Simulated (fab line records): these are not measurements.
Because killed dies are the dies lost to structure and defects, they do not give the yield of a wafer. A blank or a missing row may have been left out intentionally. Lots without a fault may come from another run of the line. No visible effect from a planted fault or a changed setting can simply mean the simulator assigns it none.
Which tool did it? ; flow n5Finfet ; 12 lots with 36 wafers sampled at 2 steps, on a route of 1938 steps

WHAT EACH GAUGE READ, for each wafer
N5_WELL_APT_CD_MEAS_08: target cd 200 nm.
lot;measured;on;cdNm (nm)
L075;day 1 19:44;cdSem-03;198.9 199.2 202.9
L077;day 2 07:44;cdSem-03;203.0 200.1 199.6
L079;day 2 20:01;cdSem-01;200.7 203.1 200.7
L081;day 3 08:05;cdSem-02;198.0 198.9 199.6
L083;day 3 20:08;cdSem-02;199.0 198.3 197.1
L085;day 4 07:43;cdSem-01;200.7 200.5 202.1
L087;day 4 19:41;cdSem-03;202.5 205.6 203.0
L089;day 5 07:34;cdSem-02;199.9 200.7 201.9
L091;day 5 19:37;cdSem-03;199.8 202.2 200.4
L093;day 6 07:46;cdSem-02;200.1 196.8 198.8
L095;day 6 20:11;cdSem-02;199.8 198.2 196.6
L097;day 7 07:49;cdSem-01;200.8 198.1 199.3

WHAT TOOL EACH LOT RAN ON (gives the tool, then ch and the chambers of the sampled wafers, and finally the start)
lot;N5_ZERO_LAYER_PECVD_02
L075;pecvd-03 ch 1,2, day 1 18:17
L077;pecvd-03 ch 0,1, day 2 06:17
L079;pecvd-02 ch 0,1,2, day 2 18:17
L081;pecvd-02 ch 0,1,2, day 3 06:23
L083;pecvd-03 ch 0,1,2, day 3 18:17
L085;pecvd-04 ch 0,1, day 4 06:17
L087;pecvd-04 ch 0,1, day 4 18:17
L089;pecvd-03 ch 0,2, day 5 06:18
L091;pecvd-02 ch 1,2, day 5 18:18
L093;pecvd-04 ch 0,1, day 6 06:28
L095;pecvd-02 ch 0,2, day 6 18:17
L097;pecvd-04 ch 0,1,2, day 7 06:17
- N5_ZERO_LAYER_PECVD_02: deposits SiO2 from SiH4/N2O, target thk 10 nm, time 6 s.

THE ANSWER, worked out from the rows above alone
Rule: usual is defined by the lots themselves. Put in order of their means at a reading, lots are off if they are a third of the lots or fewer, leave a main group of 4 or more, and stand apart from it by a gap of 3 or more times the standard deviation of the main group's means; of several such gaps the widest counts. A main group whose means are all the same, to the digits that the tables above print for the reading, isn't used. Also off: a lot with no number at a reading for which 4 or more lots have one. Where the step has rows for the other lots, those lots are counted as sound.
No lot is off at any reading shown: from this, nothing can be told.

WHAT THE SIMULATOR HAD INSERTED
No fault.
